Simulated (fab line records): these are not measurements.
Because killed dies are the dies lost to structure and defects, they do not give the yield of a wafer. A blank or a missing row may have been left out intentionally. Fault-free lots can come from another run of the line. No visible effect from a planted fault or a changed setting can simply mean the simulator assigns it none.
Problem report in the 8D (eight disciplines) form, filled by code | flow n5_finfet | the parts of the form that need people (team, actions taken, sign-off) are left out

## 1. THE PROBLEM
VT_N_LONG at N5_BEOL_M4_RC_MEAS_101 reads a mean of 290.9 mV on 4 wafers of 2 lots; wafers without a fault read 274.5 mV with a standard deviation of 2.1. Relative to the usual mean, that is a shift of +7.8 standard deviations.
The first sign was on wafer L625.5 at day 11 15:35, on prober-02. At this step, 24 wafers from 8 lots have a number in the record. Rule for "out", or "out of limits": more than 4 standard deviations from the usual mean. All remaining wafers that have a number are taken as sound.

## 2. WHAT IT IS, AND WHAT IT ISN'T
question                    | is                             | is not
which readings at this step | VT_N_LONG, IOFF_N_LONG         | DIBL_N, DIBL_P, SS_N, SS_P
which lots                  | L625, L627                     | L610, L611, L617, L622, L629, L631
which wafers of those lots  | L625.5, L625.6, L627.2, L627.5 | L625.1, L627.4
read on which gauges        | prober-01, prober-02           | -
when                        | from day 11 15:35              | up to then (10 sound wafers); but 10 sound wafers of L611, L627, L629, L631 came after

## 3. WHAT RULES OUT EACH SUSPECT
Counting: a tool at a process step up to the reading stays a suspect if it ran every lot that is out. Sound lots after the first of them don't rule it out here, since some wafers of a struck lot are sound.
- ruled out: the gauge at N5_BEOL_M4_RC_MEAS_101. 2 gauges (prober-01, prober-02) read the wafers that are out.
- rie_diel-01 at N5_HKMG_FIN_ETCH_35 (etches SOC in N2/H2, target depth 215.8 nm, time 243.4 s): kept. Every lot that is out went through it, the first being L625 (day 8 04:12); the last sound lot it ran before that was L610 (day 4 11:28).
- rie_diel-01 at N5_HKMG_FIN_STRIP_92 (strips SOC in N2/H2, time 20 s): kept. Every lot that is out went through it, the first being L625 (day 8 04:21); the last sound lot it ran before that was L610 (day 4 11:37).
- ald_metal-01 at N5_HKMG_FIN_ALD_91 (deposits TiN, target thk 1 nm, pulse time 1 s, purge time 3 s): kept. Every lot that is out went through it, the first being L625 (day 8 04:53); the last sound lot it ran before that was L622 (day 7 08:43).
- rie_metal-01 at N5_HKMG_FIN_ETCHBACK_68 (etches the open film in Cl2/Ar, stops on HfO2, target depth 0.5 nm): kept. Every lot that is out went through it, the first being L625 (day 8 06:31); the last sound lot it ran before that was L622 (day 7 10:23).
Left after counting: rie_diel-01 at N5_HKMG_FIN_ETCH_35, rie_diel-01 at N5_HKMG_FIN_STRIP_92, ald_metal-01 at N5_HKMG_FIN_ALD_91, rie_metal-01 at N5_HKMG_FIN_ETCHBACK_68.

## 4. THE CAUSE (what the simulator had put in)
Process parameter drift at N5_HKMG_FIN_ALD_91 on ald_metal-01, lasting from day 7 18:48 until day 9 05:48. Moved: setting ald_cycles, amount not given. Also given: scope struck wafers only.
Counting left 4 suspects, and this tool is among them.

## 5. SEQUENCE OF EFFECTS, ordered by route
Each row: a reading whose mean over the struck wafers that have a number lies more than 3 standard deviations from the usual. Only readings for which the record gives a usual standard deviation are gone through. hours: the time from each lot's start at the first step in this table that gives one to its start at this step, as a median over the lots. sigmas: the change in usual standard deviations.
hours | step                    | reading          | usual          | on struck wafers | change    | sigmas
0     | N5_BEOL_M4_RC_MEAS_101  | IOFF_N_LIN       | 0.073 nA/um    | 0.043            | -0.030    | -3.1
0     | N5_BEOL_M4_RC_MEAS_101  | IOFF_N_LONG      | 5.66e-05 nA/um | 4.08e-05         | -1.58e-05 | -6.1
0     | N5_BEOL_M4_RC_MEAS_101  | VT_N             | 249.7 mV       | 264.9            | +15.2     | +5.1
0     | N5_BEOL_M4_RC_MEAS_101  | VT_N_LONG        | 274.5 mV       | 290.9            | +16.4     | +7.8
0     | N5_BEOL_M4_RC_MEAS_101  | VT_N_LVT         | 98.3 mV        | 111.8            | +13.5     | +4.8
0     | N5_BEOL_M4_RC_MEAS_101  | VT_P_LVT         | -98.4 mV       | -89.9            | +8.5      | +3.1
106   | N5_PASSIVATION_PROBE_49 | sort_bin_8_speed | 0.00 %         | 1.61             | +1.61     | +99 or more
The process steps in it:
- N5_PASSIVATION_PROBE_49

## 6. WHAT WOULD HAVE CAUGHT IT SOONER
93 hours passed between the start of the fault at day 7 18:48 and the first reading out of limits at a measuring or inspecting step in this record, taken at day 11 15:35.
Of the tool readings at N5_HKMG_FIN_ALD_91 for which the record gives a usual standard deviation, none was out on any struck wafer, so an alarm limit of 4 standard deviations on them would not have fired.
By day 11 15:35 the whole set of lots that are out, 2 in number, had already begun N5_HKMG_FIN_ALD_91 on ald_metal-01. Had the tool been put on hold then, not one of them would have been saved.
